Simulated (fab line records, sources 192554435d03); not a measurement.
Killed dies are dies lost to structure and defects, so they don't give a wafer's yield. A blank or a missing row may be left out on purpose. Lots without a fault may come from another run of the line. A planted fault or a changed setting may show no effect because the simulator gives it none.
Chamber matching | flow n5_finfet | N5_BEOL_M0_CUTY_DESCUM_61 on rie_diel-04: 4 sister chambers
The step chemistry O2, time 7.9 s. 18 wafers are shown with their chamber, then 9 later ones without.

WAFERS WITH THEIR CHAMBER
wafer  | chamber | showerhead_plenum_p_Torr (Torr) | drypump_motor_current_A (A) | throttle_valve_pct (%)
L074.1 | 2       | 2.14                            | 5.7                         | 20.59
L074.2 | 0       | 2.14                            | 6.0                         | 20.41
L074.3 | 3       | 2.16                            | 5.0                         | 20.45
L074.4 | 1       | 1.96                            | 5.6                         | 20.29
L074.5 | 0       | 2.14                            | 6.0                         | 20.41
L074.6 | 1       | 1.96                            | 5.6                         | 20.28
L076.3 | 0       | 2.14                            | 6.0                         | 20.42
L076.5 | 2       | 2.14                            | 5.7                         | 20.59
L076.6 | 1       | 1.96                            | 5.6                         | 20.29
L077.2 | 3       | 2.16                            | 5.1                         | 20.46
L077.3 | 0       | 2.14                            | 6.0                         | 20.42
L077.4 | 2       | 2.14                            | 5.7                         | 20.60
L079.2 | 3       | 2.16                            | 5.0                         | 20.46
L079.3 | 0       | 2.14                            | 6.0                         | 20.42
L079.6 | 3       | 2.16                            | 5.1                         | 20.45
L080.1 | 1       | 1.95                            | 5.6                         | 20.31
L080.2 | 3       | 2.15                            | 5.1                         | 20.46
L080.5 | 1       | 1.96                            | 5.6                         | 20.30

SIGNATURES (means of the wafers above)
reading                  | chamber 0 | chamber 1 | chamber 2 | chamber 3 | scatter within a chamber
showerhead_plenum_p_Torr | 2.1400    | 1.9580    | 2.1400    | 2.1580    | 0.00338
drypump_motor_current_A  | 6.000     | 5.600     | 5.700     | 5.060     | 0.0293
throttle_valve_pct       | 20.4160   | 20.2940   | 20.5933   | 20.4560   | 0.00768
Rule: a wafer's distance from a chamber is the root of the sum, over the readings, of the square of ((its reading less the chamber's mean) divided by the reading's scatter). The wafer belongs to the nearest chamber; if the next one is less than 2 further off, it can't be placed. The scatter: the root of (the sum of the squares of (reading less its chamber's mean) over the shown wafers, divided by (wafers less chambers)).

WAFERS WITHOUT THEIR CHAMBER
wafer  | showerhead_plenum_p_Torr (Torr) | drypump_motor_current_A (A) | throttle_valve_pct (%)
L083.2 | 2.13                            | 5.7                         | 20.62
L083.5 | 2.13                            | 5.6                         | 20.61
L083.6 | 2.14                            | 6.0                         | 20.11
L092.2 | 2.13                            | 6.0                         | 20.14
L092.4 | 2.21                            | 5.6                         | 20.05
L092.6 | 2.15                            | 5.0                         | 19.90
L095.1 | 2.20                            | 5.6                         | 20.06
L095.2 | 2.15                            | 5.1                         | 19.91
L095.5 | 2.12                            | 5.7                         | 20.42

WHICH CHAMBER EACH WENT THROUGH
wafer  | from the rows above     | in truth
L083.2 | 2                       | 2
L083.5 | 2                       | 2
L083.6 | 0                       | 0
L092.2 | 0                       | 0
L092.4 | 0                       | 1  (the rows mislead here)
L092.6 | 3                       | 3
L095.1 | 0                       | 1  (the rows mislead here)
L095.2 | can't be placed: 3 or 0 | 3
L095.5 | 0                       | 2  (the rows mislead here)
Placed correctly: 5 of 9. Can't be placed from these rows: 1 (the true chamber is among the candidates in 1). Placed wrongly: 3.
